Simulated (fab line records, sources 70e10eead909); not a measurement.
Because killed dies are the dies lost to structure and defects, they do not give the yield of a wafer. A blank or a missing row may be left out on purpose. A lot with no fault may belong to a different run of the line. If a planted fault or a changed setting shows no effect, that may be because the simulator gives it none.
Matching of chambers :: flow nandHarc :: NHARC_A_STAIRCASE_TRIM_187 on rieDiel-07 has 4 sister chambers
The step chemistry O2, time 211.2 s. 8 wafers are shown with their chamber, then 7 later ones without.

## WAFERS PAIRED WITH THEIR CHAMBERS
wafer: L080.4
chamber: 1
showerheadPlenumPTorr (Torr): 3.45
throttleValvePct (%): 17.026

wafer: L080.5
chamber: 2
showerheadPlenumPTorr (Torr): 3.49
throttleValvePct (%): 17.047

wafer: L080.6
chamber: 0
showerheadPlenumPTorr (Torr): 3.72
throttleValvePct (%): 17.031

wafer: L084.1
chamber: 1
showerheadPlenumPTorr (Torr): 3.45
throttleValvePct (%): 17.027

wafer: L084.3
chamber: 0
showerheadPlenumPTorr (Torr): 3.71
throttleValvePct (%): 17.035

wafer: L084.5
chamber: 3
showerheadPlenumPTorr (Torr): 3.40
throttleValvePct (%): 17.040

wafer: L087.1
chamber: 3
showerheadPlenumPTorr (Torr): 3.39
throttleValvePct (%): 17.050

wafer: L087.3
chamber: 2
showerheadPlenumPTorr (Torr): 3.48
throttleValvePct (%): 17.030

## WAFERS WITH NO CHAMBER GIVEN
wafer: L087.6
showerheadPlenumPTorr (Torr): 3.39
throttleValvePct (%): 17.025

wafer: L087.2
showerheadPlenumPTorr (Torr): 3.71
throttleValvePct (%): 17.032

wafer: L087.4
showerheadPlenumPTorr (Torr): 3.44
throttleValvePct (%): 17.048

wafer: L087.5
showerheadPlenumPTorr (Torr): 3.71
throttleValvePct (%): 17.047

wafer: L097.2
showerheadPlenumPTorr (Torr): 3.43
throttleValvePct (%): 17.033

wafer: L097.3
showerheadPlenumPTorr (Torr): 3.46
throttleValvePct (%): 17.016

wafer: L097.5
showerheadPlenumPTorr (Torr): 3.46
throttleValvePct (%): 17.040

## WHICH CHAMBER EACH ONE RAN IN
wafer: L087.6
from the rows above: 3
in truth: 3

wafer: L087.2
from the rows above: 0
in truth: 0

wafer: L087.4
from the rows above: 1
in truth: 1

wafer: L087.5
from the rows above: 0
in truth: 0

wafer: L097.2
from the rows above: 1
in truth: 1

wafer: L097.3
from the rows above: 1
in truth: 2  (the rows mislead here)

wafer: L097.5
from the rows above: can't be placed: 1 or 2
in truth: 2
Correct placement for 5 of the 7. Not placeable from these rows: 1 (in 1, the candidates include the true chamber). Number placed wrongly: 1.
How it was worked out, from the rows above alone: a wafer's distance from a chamber is the root of the sum, over the readings, of the square of ((its reading less the chamber's mean) divided by the reading's scatter). The wafer belongs to the nearest chamber; if the next one is less than 2 further off, it can't be placed. Each chamber's mean is taken over the wafers shown for it. How the scatter is found: for the shown wafers, subtract from each reading the mean of its chamber, square and add these, divide the total by (wafers less chambers), then take the root.
